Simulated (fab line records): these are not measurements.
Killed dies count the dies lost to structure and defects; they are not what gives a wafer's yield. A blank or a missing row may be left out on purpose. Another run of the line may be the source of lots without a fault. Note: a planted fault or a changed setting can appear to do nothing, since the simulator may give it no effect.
8D (eight disciplines) problem report, filled in by code :: flow n5_finfet :: the parts of the form that need people (team, actions taken, sign-off) are left out

== 1. WHAT WENT WRONG ==
Wafers with no fault read 225 with a standard deviation of 68, whereas raw_defect_count at N5_FIN_SAQP_INSPECT_40 reads a mean of 663 on 1 wafer of 1 lot. That puts it +6.4 standard deviations away from the usual mean.
The step: inspects for defects (brightfield).
The first sign was on wafer L721.6 at day 6 13:23, on defect_inspect-02. At this step, 27 wafers from 9 lots have a number in the record. Rule for "out" (also "out of limits"): further than 4 standard deviations from the usual mean. The rest of the wafers with a number are treated as sound.

== 2. WHAT THIS IS AND IS NOT ==
question: which readings at this step
is: raw_defect_count
is not: -

question: which lots
is: L721
is not: L705, L709, L711, L713, L714, L717, L718, L726

question: which wafers of those lots
is: L721.6
is not: L721.4, L721.5

question: read on which gauges
is: defect_inspect-02
is not: defect_inspect-01

question: when
is: from day 6 13:23
is not: up to then (23 sound wafers); but 3 sound wafers of L726 came after

== 3. SUSPECTS, AND WHAT RULES EACH OUT ==
Counting: any tool at a process step up to the reading remains a suspect provided it ran every lot that is out. Sound lots after the first of them don't rule it out here, since some wafers of a struck lot are sound.
- the gauge at N5_FIN_SAQP_INSPECT_40: ruled out. All the wafers that are out were read on defect_inspect-02, but those of them that N5_FIN_CUT_INSPECT_17 has rows for are out there too, on other tools.
- rie_diel-02 at N5_FIN_SAQP_ETCH_67 (etches SiNx in CH3F/O2, target depth 30 nm): kept. It ran the lot that is out, L721 (day 6 12:02).
- vapor_etch-02 at N5_FIN_SAQP_RECESS_71 (chemistry HF/NH3, target SiO2, target depth 3 nm, afs cycles 1, sublimation time 60 s): kept. The lot that is out, L721, ran on it at day 6 12:10; the last sound lot it ran before that was L718, at day 5 19:31.
- wet_bench-06 at N5_FIN_SAQP_PRECLEAN_38 (cleans in O3/DIW, time 45 s): kept. The lot that is out, L721, ran on it at day 6 13:17; the last sound lot it ran before that was L714, at day 4 20:39.
Left after counting: rie_diel-02 at N5_FIN_SAQP_ETCH_67, vapor_etch-02 at N5_FIN_SAQP_RECESS_71, wet_bench-06 at N5_FIN_SAQP_PRECLEAN_38.

== 4. THE CAUSE (what the simulator had put in) ==
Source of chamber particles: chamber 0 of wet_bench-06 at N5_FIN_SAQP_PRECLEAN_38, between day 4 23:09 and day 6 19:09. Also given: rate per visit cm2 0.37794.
Counting leaves 3 suspects; this tool is one of them.

== 5. THE CHAIN OF EFFECTS, in route order ==
Rows list readings where the struck wafers' mean (over those with a number) sits beyond 3 standard deviations from the usual. Readings are gone through only where the record gives a usual standard deviation; hours: the median, over the lots, of the time from a lot's start at the first step in this table giving one to that lot's start at this step; sigmas: the change measured in usual standard deviations.
hours: 0
step: N5_FIN_SAQP_INSPECT_40
reading: raw_defect_count
usual: 225
on struck wafers: 663
change: +438
sigmas: +6.4

hours: 0
step: N5_FIN_CUT_INSPECT_10
reading: raw_defect_count
usual: 43
on struck wafers: 338
change: +295
sigmas: +27

hours: 1
step: N5_FIN_CUT_INSPECT_17
reading: raw_defect_count
usual: 228
on struck wafers: 621
change: +393
sigmas: +6.3

hours: 263
step: N5_PASSIVATION_PROBE_49
reading: killed_at_front_end
usual: 37
on struck wafers: 73
change: +36
sigmas: +3.6
Process steps it contains:
- N5_PASSIVATION_PROBE_49
At these later measuring or inspecting steps, every struck wafer for which the step has a row has a number for every such reading, and none has moved that far: N5_BEOL_M4_RC_MEAS_101.

== 6. HOW IT WOULD HAVE BEEN CAUGHT EARLIER ==
In this record the first reading out of limits at a measuring or inspecting step was taken at day 6 13:23, 38 hours after the fault began at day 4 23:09.
By day 6 13:23 the whole set of lots that are out, 1 in number, had already begun N5_FIN_SAQP_PRECLEAN_38 on wet_bench-06. A hold on the tool at that time would have spared none of them.
